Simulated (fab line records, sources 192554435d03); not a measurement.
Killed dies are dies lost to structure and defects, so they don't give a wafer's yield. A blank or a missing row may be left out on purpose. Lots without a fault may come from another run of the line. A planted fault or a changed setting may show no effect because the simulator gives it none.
fab line records | flow n5_finfet
record lots=9 wafers=24 last_day=17
route steps=1938 shown BEOL_M1@773 BEOL_M4@1111 PASSIVATION@1936
lots that met no fault: from a run of the same line without faults
start_h: hours from the record's first day to the start of the lot's first wafer shown | wait_h: hours since the lot's step before | " the same as in the row above | L1.1+2: a row that stands for several wafers | - no value, or no start given | * or withheld: withheld | < > ~ a bound
route shown NAME@n: a module of which the file shows steps, and the number in the route of the first | usual: mean/standard deviation of fault-free wafers | same: alike in all rows | chamber/n: place in a boat | sites: the reading at each site | _std_site: their standard deviation | _edge_site: outer sites' mean less inner sites' | radius_mm: how far each site lies from the wafer's centre | mask NAME#n: copy n | behind: the tool/chamber that last shaped the wafer | hold: why the lot was held/for how many hours/how that ended | device: the transistor (n, p or np) that didn't switch | end of line: the same wafers' tests at the end of the route | a step without rows: its recipe alone | killed: dies lost to structure and defects at the first sort, not the wafer's yield | map: a wafer's dies, x killed, . not, _ none there
set.NAME: the setting as run; set.NAME@STEP: as run at that earlier step | model.NAME: the simulator's own value behind a step, which no gauge read
steps of the route over a sample of lots; a table a step, a row a wafer
services: from which hour (start_h, from the record's first day; less than 0 if before it) a tool's chamber was out of use, for how many hours, and why
## steps
# step N5_BEOL_M1_STRIP_66
# recipe chemistry=CF4 resist=SiARC power_w=300 bias_power_w=75 pressure_mtorr=50 cf4_flow_sccm=150 rf_frequency_hz=6e+07
# usual chamber_pressure_mTorr=50.00/0.044 drypump_motor_current_A=5.6/0.42 oes_product_au=0.74/0.067 rf_vpp_V=271.1/1.4 showerhead_plenum_p_Torr=1.79/0.056 throttle_valve_pct=13.69/0.25
# columns lot.wafer tool chamber start_h wait_h chamber_pressure_mTorr drypump_motor_current_A oes_product_au rf_hours_counter_h rf_vpp_V showerhead_plenum_p_Torr throttle_valve_pct
L329.3 rie_diel-03 3 127.37 0.0 50.00 5.2 0.75 162 274.2 1.86 13.83
L329.4 " 0 " " 49.95 5.7 0.73 134 272.5 1.86 13.76
L329.6 " 0 " " 50.03 5.7 0.74 - 272.7 1.86 13.77
L332.1 rie_diel-04 1 153.84 0.0 50.06 6.1 0.67 257 270.9 1.78 13.90
L332.3 " 2 " " 49.95 5.7 0.72 172 272.2 1.85 13.31
L332.6 " 2 " " 49.92 5.7 0.72 - 272.4 1.85 13.33
L333.1 rie_diel-04 2 157.28 0.0 49.94 5.7 0.73 174 270.9 1.85 13.33
L333.3 " 0 " " 49.96 4.7 0.69 194 270.6 1.69 13.69
L333.5 " 3 " " 50.05 5.9 0.71 - 270.8 1.79 14.09
L335.2 rie_diel-04 0 166.45 0.0 50.01 4.7 0.69 197 269.9 1.69 13.69
L335.5 " 2 " " 50.11 5.7 0.72 - 272.3 1.85 13.31
L335.6 " 3 " " 50.01 5.9 0.71 - 270.3 1.79 14.10
L337.3 rie_diel-03 2 179.63 0.0 49.94 5.5 0.74 165 269.2 1.73 13.88
L337.4 " 3 " " 49.95 5.2 0.74 178 272.1 1.86 13.84
L343.1 rie_diel-03 2 214.07 0.0 49.93 5.5 0.73 178 268.5 1.73 13.90
L343.5 " 0 " " 50.02 5.6 0.72 - 272.2 1.85 13.82
L344.5 rie_diel-01 1 224.20 0.0 49.93 6.0 0.85 - 269.9 1.82 13.20
L344.6 " 2 " " 50.00 6.3 0.72 - 271.0 1.78 13.74
L346.1 rie_diel-03 0 233.79 0.0 50.01 5.7 0.71 163 271.6 1.85 13.83
L346.3 " 1 " " 49.98 5.7 0.73 199 271.0 1.79 13.78
L346.4 " 3 " " 50.01 5.3 0.72 198 271.3 1.85 13.88
L351.1 rie_diel-04 0 257.55 0.0 50.00 4.7 0.68 226 269.1 1.69 13.76
L351.3 " 1 " " 50.02 6.1 0.89 26 269.6 1.77 13.37
L351.5 " 2 " " 49.97 5.7 0.70 - 272.6 1.84 13.38
# step N5_BEOL_M1_ETCH_77
# recipe chemistry=N2/H2 target=underlayer target_depth_a=65 mask_material=CAR-EUV time_s=5.2 ion_energy_ev=200 pressure_mtorr=30 source_w=840 bias_w=150 n2_flow_sccm=200 h2_flow_sccm=200 ends=cleared
# usual chamber_pressure_mTorr=30.00/0.047 drypump_motor_current_A=5.7/0.35 etch_rf_on_time_s=5.23/0.099 oes_product_au=0.64/0.061 rf_vpp_V=524.0/2.7 showerhead_plenum_p_Torr=2.54/0.085 throttle_valve_pct=17.96/0.23
# columns lot.wafer tool chamber start_h wait_h chamber_pressure_mTorr drypump_motor_current_A etch_rf_on_time_s oes_product_au rf_hours_counter_h rf_vpp_V showerhead_plenum_p_Torr throttle_valve_pct
L329.3 rie_diel-03 0 128.14 0.0 29.96 5.6 5.24 0.63 134 527.4 2.67 18.14
L329.4 " 3 " " 30.02 5.2 5.04 0.65 162 527.3 2.64 17.83
L329.6 " 1 " " 30.06 5.8 5.20 0.64 - 522.5 2.53 17.96
L332.1 rie_diel-04 0 155.08 0.0 29.99 4.7 5.12 0.60 193 521.4 2.42 18.19
L332.3 " 2 " " 29.98 5.7 5.35 0.61 173 529.1 2.64 17.52
L332.6 " 0 " " 30.03 4.7 5.10 0.60 - 520.5 2.42 18.17
L333.1 rie_diel-03 0 158.14 0.0 29.95 5.6 5.31 0.62 143 527.7 2.67 18.14
L333.3 " 2 " " 30.04 5.5 5.20 0.63 159 519.9 2.43 18.09
L333.5 " 1 " " 29.92 5.7 5.30 0.63 - 524.2 2.53 17.99
L335.2 rie_diel-03 3 167.15 0.0 30.04 5.3 5.20 0.65 174 526.3 2.63 17.86
L335.5 " 1 " " 30.02 5.8 5.25 0.64 - 524.5 2.52 17.98
L335.6 " 2 " " 29.93 5.5 5.21 0.64 - 520.1 2.43 18.11
L337.3 rie_diel-03 2 180.45 0.0 29.96 5.5 5.24 0.64 165 518.8 2.43 18.12
L337.4 " 3 " " 30.02 5.2 5.13 0.64 178 527.6 2.63 17.86
L343.1 rie_diel-01 2 214.87 0.0 30.01 6.2 5.29 0.62 177 523.6 2.54 18.07
L343.5 " 3 " " 30.00 5.8 5.38 0.60 - 519.3 2.43 17.86
L344.5 rie_diel-01 1 225.05 0.0 30.00 6.0 5.05 0.75 - 522.7 2.57 17.42
L344.6 " 0 " " 29.98 5.3 5.08 0.83 - 527.2 2.59 17.79
L346.1 rie_diel-04 0 234.62 0.0 30.10 4.7 5.10 0.59 220 519.9 2.41 18.25
L346.3 " 2 " " 29.97 5.8 5.31 0.60 200 524.0 2.63 17.57
L346.4 " 3 " " 30.01 6.0 5.13 0.61 235 523.7 2.50 18.25
L351.1 rie_diel-04 1 258.48 0.0 30.05 6.1 5.08 0.78 26 523.6 2.49 17.61
L351.3 " 2 " " 30.03 5.8 5.37 0.59 209 526.6 2.62 17.59
L351.5 " 0 " " 30.02 4.7 5.21 0.59 - 518.8 2.41 18.24
# step N5_BEOL_M1_ALD_98
# recipe material=SiO2 target_thk_a=25 temp_c=100 ald_precursor_family=BDEAS ald_co_reactant=O2-plasma pulse_time_s=1 co_reactant_pulse_time_s=1 purge_time_s=2 co_reactant_purge_time_s=2 ald_cycles=17 pressure_torr=2
# usual ald_cycles=17/0 heater_power_outer_w=38/3.9 heater_power_w=74/5.8 precursor_pulse_height_rel=0.999/0.018
# same co_reactant_pulse_time_s=1 purge_time_s=2
# columns lot.wafer tool chamber start_h wait_h ald_cycles heater_power_outer_w heater_power_w precursor_pulse_height_rel
L329.3 ald_sin-02 0 128.23 0.1 17 39 72 1.001
L329.4 " 3 " " 17 41 75 1.019
L329.6 " 3 " " 17 40 75 0.984
L332.1 ald_sin-03 0 155.18 0.1 17 39 79 0.998
L332.3 " 2 " " 17 35 65 1.020
L332.6 " 2 " " 17 35 64 1.008
L333.1 ald_sin-01 3 158.66 0.5 17 44 81 0.955
L333.3 " 2 " " 17 38 71 0.975
L333.5 " 2 " " 17 37 75 1.013
L335.2 ald_sin-03 0 167.25 0.1 17 38 77 1.038
L335.5 " 1 " " 17 33 66 1.012
L335.6 " 0 " " 17 40 77 0.982
L337.3 ald_sin-01 1 180.55 0.1 17 36 74 1.010
L337.4 " 2 " " 17 38 73 1.014
L343.1 ald_sin-03 1 214.97 0.1 13 32 67 0.991
L343.5 " 2 " " 13 33 65 1.006
L344.5 ald_sin-03 1 225.19 0.1 13 33 66 1.021
L344.6 " 0 " " 17 39 78 0.998
L346.1 ald_sin-03 2 234.72 0.1 13 35 65 1.017
L346.3 " 0 " " 17 39 76 1.017
L346.4 " 1 " " 17 33 66 1.005
L351.1 ald_sin-02 1 259.23 0.7 17 35 73 0.990
L351.3 " 2 " " 17 45 82 0.976
L351.5 " 1 " " 17 35 73 1.020
# step N5_BEOL_M1_ETCHBACK_99
# recipe chemistry=CHF3 target=SiO2 target_depth_a=50 time_s=10.4 source_w=215 bias_w=47 Ar_flow_sccm=200 CHF3_flow_sccm=12 ion_energy_ev=100 pressure_mtorr=30
# usual chamber_pressure_mTorr=29.995/0.029 drypump_motor_current_A=5.7/0.4 oes_product_au=0.75/0.077 rf_vpp_V=239/4.1 showerhead_plenum_p_Torr=2.15/0.064 throttle_valve_pct=17.19/0.26
# columns lot.wafer tool chamber start_h wait_h chamber_pressure_mTorr drypump_motor_current_A oes_product_au rf_hours_counter_h rf_vpp_V showerhead_plenum_p_Torr throttle_valve_pct
L329.3 rie_diel-03 0 131.66 3.4 29.995 5.7 0.74 135 242 2.25 17.32
L329.4 " 2 " " 30.014 5.5 0.76 150 234 2.08 17.38
L329.6 " 1 " " 29.994 5.8 0.76 - 241 2.16 17.25
L332.1 rie_diel-01 1 155.65 0.4 29.956 6.0 0.89 26 244 2.20 16.69
L332.3 " 3 " " 30.006 5.8 0.73 169 240 2.06 17.00
L332.6 " 2 " " 29.998 6.3 0.73 - 233 2.15 17.17
L333.1 rie_diel-01 1 161.95 3.2 30.033 6.0 0.91 28 244 2.20 16.70
L333.3 " 2 " " 29.981 6.3 0.73 158 236 2.15 17.17
L333.5 " 2 " " 29.997 6.3 0.73 - 235 2.15 17.18
L335.2 rie_diel-04 3 167.37 0.1 29.978 6.0 0.72 213 242 2.13 17.52
L335.5 " 0 " " 29.975 4.7 0.70 - 241 2.06 17.29
L335.6 " 2 " " 29.958 5.8 0.72 - 240 2.22 16.75
L337.3 rie_diel-01 3 181.35 0.8 30.047 5.8 0.72 176 240 2.06 17.02
L337.4 " 0 " " 29.965 5.3 0.69 248 234 2.18 17.38
L343.1 rie_diel-04 1 217.41 2.4 29.970 6.1 0.97 12 244 2.13 16.93
L343.5 " 3 " " 30.016 5.9 0.71 - 246 2.13 17.55
L344.5 rie_diel-04 3 225.32 0.1 30.016 5.9 0.70 - 242 2.12 17.55
L344.6 " 0 " " 30.007 4.7 0.68 - 244 2.05 17.33
L346.1 rie_diel-04 1 236.09 1.3 29.984 6.1 0.93 19 246 2.13 16.94
L346.3 " 3 " " 30.002 6.0 0.69 236 242 2.12 17.56
L346.4 " 0 " " 30.011 4.7 0.68 221 243 2.05 17.34
L351.1 rie_diel-03 0 259.97 0.7 29.988 5.6 0.71 171 241 2.23 17.37
L351.3 " 3 " " 30.002 5.2 0.73 205 240 2.24 17.43
L351.5 " 0 " " 29.974 5.7 0.70 - 241 2.23 17.38
# step N5_BEOL_M4_RC_MEAS_101
# usual DIBL_N=35.9/1.6 DIBL_P=35.6/2.1 IOFF_N=0.149/0.029 IOFF_P=0.20/0.033 ION_N=671/11 ION_P=460/7.3 SS_N=71.4/0.62 SS_P=73.2/0.65 VT_N=251/3.1 VT_P=-251/3.4
# columns lot.wafer tool chamber start_h wait_h DIBL_N[mV/V] DIBL_P[mV/V] IOFF_N[nA/um] IOFF_P[nA/um] ION_N[uA/um] ION_P[uA/um] SS_N[mV/dec] SS_P[mV/dec] VT_N[mV] VT_P[mV]
L329.3 prober-01 0 166.34 0.3 36.1 35.7 0.154 0.20 668 459 71.1 73.1 253 -249
L329.4 " 0 " " 36.0 36.3 0.150 0.22 666 460 71.1 73.1 252 -248
L329.6 " 0 " " 34.9 33.9 0.130 0.18 672 459 70.7 73.0 253 -252
L332.1 prober-02 0 192.97 0.0 34.9 35.5 0.133 0.19 665 451 71.9 72.9 252 -251
L332.3 " 0 " " 32.3 33.0 0.114 0.16 669 456 70.5 73.0 254 -253
L332.6 " 0 " " 33.7 34.1 0.122 0.18 667 464 70.7 72.4 252 -254
L333.1 prober-02 0 199.72 0.0 35.4 33.4 0.133 0.18 668 459 70.8 72.8 251 -251
L333.3 " 0 " " 34.4 31.4 0.114 0.15 664 456 71.0 72.5 254 -254
L333.5 " 0 " " 36.6 34.7 0.152 0.19 677 459 71.3 73.8 250 -251
L335.2 prober-02 0 205.42 0.2 38.3 37.6 0.182 0.26 680 468 72.3 73.0 247 -248
L335.5 " 0 " " 35.9 34.8 0.149 0.22 675 471 71.2 72.7 250 -245
L335.6 " 0 " " 35.0 33.7 0.126 0.19 663 461 70.9 72.9 252 -251
L337.3 prober-01 0 222.92 0.3 32.7 32.2 0.106 0.16 651 456 70.9 72.7 256 -254
L337.4 " 0 " " 35.6 35.6 0.159 0.21 677 472 70.7 73.2 247 -247
L343.1 prober-01 0 257.33 0.0 37.1 35.7 0.152 0.18 673 462 71.7 73.0 252 -253
L343.5 " 0 " " 37.1 36.3 0.158 0.19 670 464 72.0 73.3 250 -253
L344.5 prober-02 0 258.22 0.6 37.8 36.3 0.148 0.20 673 454 71.1 73.7 251 -251
L344.6 " 0 " " 35.8 34.2 0.125 0.17 663 459 71.1 73.1 254 -252
L346.1 prober-02 0 277.04 0.0 35.2 34.7 0.118 0.16 661 454 71.2 73.4 254 -257
L346.3 " 0 " " 36.1 35.8 0.131 0.18 667 457 71.2 73.6 255 -252
L346.4 " 0 " " 35.1 34.6 0.127 0.16 680 464 70.7 73.3 251 -255
L351.1 prober-02 0 303.75 0.0 34.6 34.7 0.133 0.19 665 458 71.8 72.8 251 -251
L351.3 " 0 " " 34.9 33.6 0.135 0.16 679 461 71.3 72.4 252 -253
L351.5 " 0 " " 35.7 34.8 0.154 0.19 681 459 71.5 73.6 250 -249
# step N5_PASSIVATION_PROBE_49
# usual defect_limited_yield=90.9/1.5 killed_at_M0_to_M3=36/9.9 killed_at_M4_up=13/4.5 killed_at_contacts=13/6.4 killed_at_front_end=42/12 killed_at_other=3.4/3 killed_dies=107/18 killed_open=69/13 killed_short=35/8.2 sort_bin_5_function=5.3/1.1 sort_bin_6_memory=3.4/0.69 sort_n_pass=1073/18 sort_yield_pct=90.9/1.5
# same gross_dies=1180 killed_at_back_side=0 sort_bin_4_leakage[%]=0 sort_bin_8_speed[%]=0
# columns lot.wafer tool chamber start_h wait_h defect_limited_yield[%] killed_at_M0_to_M3 killed_at_M4_up killed_at_contacts killed_at_front_end killed_at_other killed_dies killed_open killed_short sort_bin_5_function[%] sort_bin_6_memory[%] sort_n_pass sort_yield_pct[%]
L343.1 prober-02 - 355.98 0.0 90.6 33 11 17 45 5 111 73 31 5.3 3.5 1069 90.6
# killed by level:class
L343.1 MOL_CONTACT_COAG:geometric_particle:open=15 STI_FIN_REVEAL:geometric_particle:open=10 FIN_SAQP:geometric_particle:open=9 FIN_SAQP:geometric_particle:short=7 BEOL_M0_SAQP:geometric_particle:short=7 BEOL_M2:geometric_particle:open=7 BEOL_M0_SAQP:geometric_particle:open=6 BEOL_M1:geometric_particle:open=5
## services
# columns tool chamber start_h hours kind
rie_diel-01 - 103.88 18.9 repair
ald_sin-03 0 108.65 1.6 repair
rie_diel-04 3 109.90 12.2 repair
ald_sin-03 1 110.91 6.8 repair
ald_sin-02 - 112.32 0.6 repair
ald_sin-01 0 116.49 4.4 repair
rie_diel-04 3 126.58 27.6 repair
rie_diel-01 - 126.93 0.3 repair
ald_sin-01 - 134.08 0.8 pm
ald_sin-02 - 134.75 2.8 pm
rie_diel-04 - 138.91 0.5 repair
rie_diel-04 1 154.34 - clean
rie_diel-04 1 154.34 - consumable_replace:focus_ring
rie_diel-04 1 154.34 25.1 scheduled_down
rie_diel-04 1 154.34 25.1 vent_cycle
ald_sin-02 - 177.21 14.0 pm
rie_diel-01 0 188.11 - clean
rie_diel-01 0 188.11 - consumable_replace:focus_ring
rie_diel-01 0 188.11 20.4 scheduled_down
rie_diel-01 1 203.57 15.6 repair
ald_sin-02 - 206.42 0.3 repair
ald_sin-01 3 232.49 1.4 repair
rie_diel-04 0 241.77 2.9 repair
rie_diel-03 3 243.02 4.6 repair
## key
first_sign step=N5_BEOL_M1_ALD_98 reading=ald_cycles direction=down sigmas=99+ usual=* struck=*
effect none on later readings
met_at N5_BEOL_M1_ALD_98
struck_lots L343,L344,L346
struck_wafers L343.1,L343.5,L344.5,L346.1
not_acting_at N5_BEOL_M1_STRIP_66,N5_BEOL_M1_ETCH_77,N5_BEOL_M1_ETCHBACK_99
onset_between 167.25 214.97
fault kind=process_parameter_drift tool=ald_sin-03 chamber=- onset_h=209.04 steps=N5_BEOL_M1_ALD_98 channel=ald_cycles offset=* shape=step end_h=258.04 scope=struck_wafers_only acts_in=* stated=*
